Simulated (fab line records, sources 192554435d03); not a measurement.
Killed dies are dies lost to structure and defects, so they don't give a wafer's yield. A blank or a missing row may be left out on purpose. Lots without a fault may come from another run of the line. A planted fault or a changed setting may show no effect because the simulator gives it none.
Which tool did it? | flow n5_finfet | 9 lots, 27 wafers sampled, at 2 steps of a route of 1938

WHAT THE GAUGES READ, wafer by wafer
N5_BEOL_M10_OVL_MEAS_29.
lot  | measured     | on         | V9_OVL (nm)
L389 | day 10 11:27 | overlay-02 | -0.1 -0.7 -0.7
L388 | day 10 22:22 | overlay-02 | -0.5 0.3 -0.2
L392 | day 12 02:35 | overlay-01 | 0.1 1.1 -0.1
L394 | day 12 08:40 | overlay-02 | -0.2 -0.7 0.3
L397 | day 12 17:14 | overlay-02 | -0.3 -0.3 0.3
L399 | day 12 19:19 | overlay-01 | 0.3 0.1 1.2
L407 | day 15 14:41 | overlay-01 | 0.2 -0.3 0.6
L408 | day 15 23:55 | overlay-01 | 0.5 0.5 1.1
L411 | day 16 11:28 | overlay-02 | 2.3 0.6 1.2

WHICH TOOL RAN EACH LOT (tool, then ch and the chambers of the sampled wafers, then the start)
lot  | N5_BEOL_M10_ETCH_62
L389 | rie_diel-02 ch 2,3, day 10 06:23
L388 | rie_diel-02 ch 2,3, day 10 20:20
L392 | rie_diel-04 ch 0,2, day 12 01:18
L394 | rie_diel-02 ch 2,3, day 12 07:47
L397 | rie_diel-02 ch 0,1,3, day 12 16:04
L399 | rie_diel-04 ch 2,3, day 12 18:31
L407 | rie_diel-01 ch 0,2,3, day 15 12:22
L408 | rie_diel-04 ch 0,2, day 15 20:01
L411 | rie_diel-04 ch 2,3, day 16 09:46
- N5_BEOL_M10_ETCH_62: etches SOC in N2/H2, target depth 110 nm, overetch 22 nm, time 165 s.

THE ANSWER, worked out from the rows above alone
Rule: what is usual is taken from the lots themselves. Put in order of their means at a reading, lots are off if they are a third of the lots or fewer, leave a main group of 4 or more, and stand apart from it by a gap of 3 or more times the standard deviation of the main group's means; of several such gaps the widest counts. A main group whose means are all the same, to the digits that the tables above print for the reading, isn't used. A lot without any number at a reading at which 4 lots or more have one is off too. The other lots that the step has rows for count as sound.
No lot is off at any reading shown: from this, nothing can be told.

WHAT THE SIMULATOR HAD PUT IN
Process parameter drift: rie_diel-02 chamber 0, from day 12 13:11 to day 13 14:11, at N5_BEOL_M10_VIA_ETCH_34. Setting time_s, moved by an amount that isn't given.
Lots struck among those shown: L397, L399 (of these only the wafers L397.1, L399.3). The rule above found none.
